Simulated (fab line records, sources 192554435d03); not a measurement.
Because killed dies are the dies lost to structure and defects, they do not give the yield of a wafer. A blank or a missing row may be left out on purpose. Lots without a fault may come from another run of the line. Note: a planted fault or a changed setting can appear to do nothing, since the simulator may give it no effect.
Struck lot and sound lot, side by side + flow n5-finfet + 40 steps out of a route of 1938
Sound: wafers L185.3, L185.4, L185.5. Wafers L171.3, L171.4, L171.6 were the ones struck. Last of all comes the cause.
At each step with rows: each side's tool, then ch and its chambers, then its first start. Under that, the readings that differ: sound wafers + struck wafers + difference of the means + sigmas: that difference in standard deviations of wafers without a fault.
alike: readings whose means differ by less than 2 such deviations, and words and numbers that are the same on both sides. not compared: withheld readings, readings that some wafer has no value for, bounds like >300 that may hide the same value, and numbers for which the record gives no deviation and whose values overlap.
The two part at a step that has a row with sigmas, a row that says differs or no value, or rows on one side only. Numbers that have no deviation but don't overlap get no sigmas and don't part them. A reading missing from all wafers of one side parts the sides only when that side holds two or more wafers.

first, 11 steps without rows for these wafers: N5_FIN_SAQP_STRIP_53 (strips in N2/H2); N5_FIN_SAQP_HM_OPEN_73 (chemistry CHF3/O2, target SiO2, stops on a-Si, target depth 12 nm, time 16.8 s); N5_FIN_SAQP_STRIP_74 (strips in CHF3/O2); N5_FIN_SAQP_MANDREL_ETCH_22 (etches a-Si in HBr/Cl2, stops on SiNx, target depth 60 nm, bt time 10 s, time 30 s); N5_FIN_SAQP_STRIP_55 (strips in N2/H2); N5_FIN_SAQP_STRIP_23 (strips in SPM, time 750 s); N5_FIN_SAQP_SRD_66 (time 30 s); N5_FIN_SAQP_RECESS_75 (chemistry HF/NH3, target SiO2, target depth 14.4 nm, afs cycles 3, sublimation time 60 s); N5_FIN_SAQP_SPACER1_ALD_24 (deposits SiO2, target thk 20.3 nm, pulse time 1 s, purge time 2 s); N5_FIN_SAQP_SPACER1_ETCHBACK_25 (etches SiO2 in CHF3/O2, target depth 24.4 nm, time 12.2 s); N5_FIN_SAQP_MANDREL1_REMOVE_56 (chemistry HBr/Cl2/O2, target a-Si, stops on SiNx, bt time 10 s).
N5_FIN_SAQP_ETCH_57: etches SiNx in CH3F/O2, target depth 32.5 nm, time 46.4 s.
  sound on rie-diel-05 ch 0,3, day 7 15:08; struck on rie-diel-02 ch 0,1,3, day 3 12:08
  alike: drypump-motor-current-A, etch-rf-on-time-s, oes-product-au, rf-vpp-V, showerhead-plenum-p-Torr, throttle-valve-pct
  not compared: rf-hours-counter-h
then, 19 steps without rows for these wafers: N5_FIN_SAQP_ETCH_65 (etches SiO2 in CF4, target depth 4 nm, time 4.4 s); N5_FIN_SAQP_MANDREL_ETCH_58 (etches a-Si in HBr/Cl2, stops on SiNx, target depth 45 nm, bt time 10 s, time 27 s); N5_FIN_SAQP_RECESS_63 (chemistry HF/NH3, target SiO2, target depth 18 nm, afs cycles 3, sublimation time 60 s); N5_FIN_SAQP_COAT_68 (time 60 s, resist thk 100 nm); N5_FIN_SAQP_ETCH_69 (etches SOC in N2/H2, stops on SiNx, target depth 150 nm); N5_FIN_SAQP_ETCH_67 (etches SiNx in CH3F/O2, target depth 30 nm); N5_FIN_SAQP_STRIP_70 (strips in N2/H2); N5_FIN_SAQP_RECESS_71 (chemistry HF/NH3, target SiO2, target depth 3 nm, afs cycles 1, sublimation time 60 s); N5_FIN_SAQP_SPACER2_ALD_28 (deposits SiO2, target thk 8.1 nm, pulse time 1 s, purge time 2 s); N5_FIN_SAQP_SPACER2_ETCHBACK_29 (etches SiO2 in CHF3/O2, target depth 12.2 nm, time 6.1 s); N5_FIN_SAQP_MANDREL2_REMOVE_60 (chemistry HBr/Cl2/O2, target a-Si, stops on SiNx, bt time 10 s); N5_FIN_SAQP_HM_OPEN_33 (chemistry CH3F/O2, target SiNx, target depth 49.4 nm, time 70.6 s); N5_FIN_SAQP_ETCH_34 (etches SiO2 in C4F6/O2, target depth 45 nm, time 15 s); N5_FIN_SAQP_STRIP_77 (strips in N2/H2, time 90 s); N5_FIN_SAQP_ETCH_64 (etches SiO2 in CF4, target depth 1.5 nm); N5_FIN_SAQP_FIN_ETCH_36 (etches the open film in HBr/Cl2/O2, target depth 120 nm, time 50.4 s); N5_FIN_SAQP_PRECLEAN_38 (cleans in O3/DIW, time 45 s); N5_FIN_SAQP_PRECLEAN_45 (cleans in dHF, time 10 s); N5_FIN_SAQP_SRD_39 (time 30 s).
N5_FIN_SAQP_INSPECT_40: inspects for defects (brightfield).
  sound on defect-inspect-01, day 7 18:14; struck on defect-inspect-02, day 3 14:18
| reading          | sound       | struck         | difference | sigmas |
|------------------|-------------|----------------|------------|--------|
| raw-defect-count | 345 179 368 | 1094 1082 1150 | +811       | +14    |
then, 5 steps without rows for these wafers: N5_FIN_CUT_COAT_18 (time 60 s, resist thk 230 nm); N5_FIN_CUT_COAT_19 (time 60 s, resist thk 20 nm); N5_FIN_CUT_COAT_29 (time 60 s, resist thk 10 nm); N5_FIN_CUT_COAT_02 (resist thk 30 nm); N5_FIN_CUT_EBR_04.
N5_FIN_CUT_INSPECT_10: inspects for defects (brightfield).
  sound on defect-inspect-01, day 7 18:38; struck on defect-inspect-02, day 3 14:41
| reading          | sound    | struck      | difference | sigmas |
|------------------|----------|-------------|------------|--------|
| raw-defect-count | 65 32 82 | 931 904 952 | +869       | +79    |
N5_FIN_CUT_INSPECT_17: inspects for defects (brightfield).
  sound on defect-inspect-01, day 7 19:36; struck on defect-inspect-01, day 3 15:38
| reading          | sound       | struck         | difference | sigmas |
|------------------|-------------|----------------|------------|--------|
| raw-defect-count | 352 195 384 | 1122 1125 1178 | +831       | +15    |
-- here the record skips 13 days between the struck wafers' starts before and after, leaving off in module FIN_CUT and picking up in module PASSIVATION (first step shown: number 1936 of the route) --
N5_PASSIVATION_PROBE_49:
  sound on prober-02, day 20 22:32; struck on prober-02, day 16 16:26
| reading             | sound       | struck      | difference | sigmas |
|---------------------|-------------|-------------|------------|--------|
| killed-at-front-end | 35 45 31    | 150 197 189 | +142       | +13    |
| killed-dies         | 121 104 120 | 210 275 254 | +131       | +7     |
  alike: killed_at_M0_to_M3, killed_at_M4_up, killed-at-contacts, killed-at-other, killed-open, killed-short

== WHERE THEY PART ==
Last at N5_PASSIVATION_PROBE_49 as far as this record goes, first at N5_FIN_SAQP_INSPECT_40.

WHY: the cause the simulator had injected
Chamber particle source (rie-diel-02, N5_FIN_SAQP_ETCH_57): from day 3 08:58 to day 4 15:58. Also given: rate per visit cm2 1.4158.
